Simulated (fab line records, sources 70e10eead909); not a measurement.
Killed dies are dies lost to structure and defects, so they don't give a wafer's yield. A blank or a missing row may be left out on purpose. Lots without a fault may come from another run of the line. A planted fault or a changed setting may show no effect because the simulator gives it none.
Tool commonality check | flow nand_harc | 12 lots, 36 wafers sampled

WHY IT WAS OPENED
At NHARC_P_M2_CD_MEAS_09 the reading cd_nm is flagged on 2 of 12 lots. Wafers without a fault read 169.9 nm, standard deviation 0.61.
Rule: a lot is flagged when every wafer of it that has a number lies more than 4 standard deviations from that mean, or none has a number. The other lots count as sound.

lot  | measured     | on        | cd_nm (nm), wafer by wafer | flag
L496 | day 6 13:44  | cd_sem-03 | 169.1 170.4 169.9          |
L498 | day 7 01:30  | cd_sem-03 | 170.5 170.6 170.5          |
L504 | day 10 00:27 | cd_sem-01 | 185.0 184.7 185.1          | FLAGGED
L507 | day 10 21:17 | cd_sem-01 | 184.9 183.7 184.2          | FLAGGED
L510 | day 12 15:16 | cd_sem-01 | 169.2 168.5 169.4          |
L509 | day 12 16:01 | cd_sem-02 | 169.7 170.9 169.6          |
L511 | day 13 00:13 | cd_sem-03 | 168.9 169.7 169.9          |
L513 | day 13 17:58 | cd_sem-02 | 169.6 169.4 170.0          |
L515 | day 14 08:57 | cd_sem-02 | 170.6 170.9 171.2          |
L516 | day 14 21:05 | cd_sem-03 | 170.3 170.7 169.3          |
L517 | day 15 07:32 | cd_sem-03 | 169.4 169.5 170.4          |
L519 | day 15 23:22 | cd_sem-03 | 170.7 171.2 170.1          |
The numbers of the flagged lots are 184.6 nm on average: +14.7 nm against the usual, or +24 standard deviations.

WHICH TOOL RAN EACH LOT
The record holds 2 process steps before the reading, out of a route of 1302 steps. In each cell: the tool, then ch and the chambers that the sampled wafers went through, then the start.
lot  | flag    | NHARC_P_M1_STRIP_18                | NHARC_P_M2_PEB_07
L496 |         | rie_diel-07 ch 2,3, day 6 10:17    | litho_track-04 ch 0, day 6 13:39
L498 |         | rie_diel-06 ch 0,1, day 6 22:02    | litho_track-04 ch 0, day 7 01:25
L504 | FLAGGED | rie_diel-06 ch 0,1,2, day 9 20:59  | litho_track-04 ch 0, day 10 00:22
L507 | FLAGGED | rie_diel-07 ch 0,1,3, day 10 17:53 | litho_track-04 ch 0, day 10 21:12
L510 |         | rie_diel-07 ch 0,2,3, day 12 11:23 | litho_track-06 ch 0, day 12 15:11
L509 |         | rie_diel-07 ch 0,2, day 12 12:25   | litho_track-06 ch 0, day 12 15:56
L511 |         | rie_diel-06 ch 0,1, day 12 20:37   | litho_track-01 ch 0, day 13 00:08
L513 |         | rie_diel-06 ch 0,3, day 13 14:24   | litho_track-06 ch 0, day 13 17:53
L515 |         | rie_diel-07 ch 0,1,3, day 14 05:13 | litho_track-01 ch 0, day 14 08:52
L516 |         | rie_diel-06 ch 2,3, day 14 17:29   | litho_track-04 ch 0, day 14 21:00
L517 |         | rie_diel-07 ch 0,1, day 15 03:56   | litho_track-06 ch 0, day 15 07:28
L519 |         | rie_diel-06 ch 1,2, day 15 19:46   | litho_track-04 ch 0, day 15 23:17
What these steps do:
- NHARC_P_M1_STRIP_18: strips in N2/H2.
- NHARC_P_M2_PEB_07: peb time 65 s.
- NHARC_P_M2_CD_MEAS_09: target cd 170 nm.

FLAGGED OVER TOTAL, TOOL BY TOOL (the gauges that took the reading come last)
step                  | tool           | lots run | flagged | share of the flagged lots | sound lots run after its first flagged lot
NHARC_P_M1_STRIP_18   | rie_diel-06    | 6        | 1       | some                      | 4 (L511,L513,L516,L519)
NHARC_P_M1_STRIP_18   | rie_diel-07    | 6        | 1       | some                      | 4 (L510,L509,L515,L517)
NHARC_P_M2_PEB_07     | litho_track-01 | 2        | 0       | none                      | -
NHARC_P_M2_PEB_07     | litho_track-04 | 6        | 2       | all                       | 2 (L516,L519)
NHARC_P_M2_PEB_07     | litho_track-06 | 4        | 0       | none                      | -
NHARC_P_M2_CD_MEAS_09 | cd_sem-01      | 3        | 2       | all                       | 1 (L510)
NHARC_P_M2_CD_MEAS_09 | cd_sem-02      | 3        | 0       | none                      | -
NHARC_P_M2_CD_MEAS_09 | cd_sem-03      | 6        | 0       | none                      | -

WHAT THE TABLE ALLOWS
2 rows of the table ran every flagged lot: litho_track-04 at NHARC_P_M2_PEB_07, cd_sem-01 at NHARC_P_M2_CD_MEAS_09.
- litho_track-04 at NHARC_P_M2_PEB_07: 2 of its 6 lots flagged. Sound lots ran on it after the first flagged one (L516, L519), which a lasting fault on the whole tool wouldn't allow. Its own readings lie more than 4 standard deviations out on every wafer of the flagged lots: heater_power_total_W, plate_temp_C.
- cd_sem-01 at NHARC_P_M2_CD_MEAS_09: 2 of its 3 lots flagged. Sound lots ran on it after the first flagged one (L510), which a lasting fault on the whole tool wouldn't allow.
No row of the table ran every flagged lot and no sound lot after the first.

WHAT THE SIMULATOR HAD PUT IN
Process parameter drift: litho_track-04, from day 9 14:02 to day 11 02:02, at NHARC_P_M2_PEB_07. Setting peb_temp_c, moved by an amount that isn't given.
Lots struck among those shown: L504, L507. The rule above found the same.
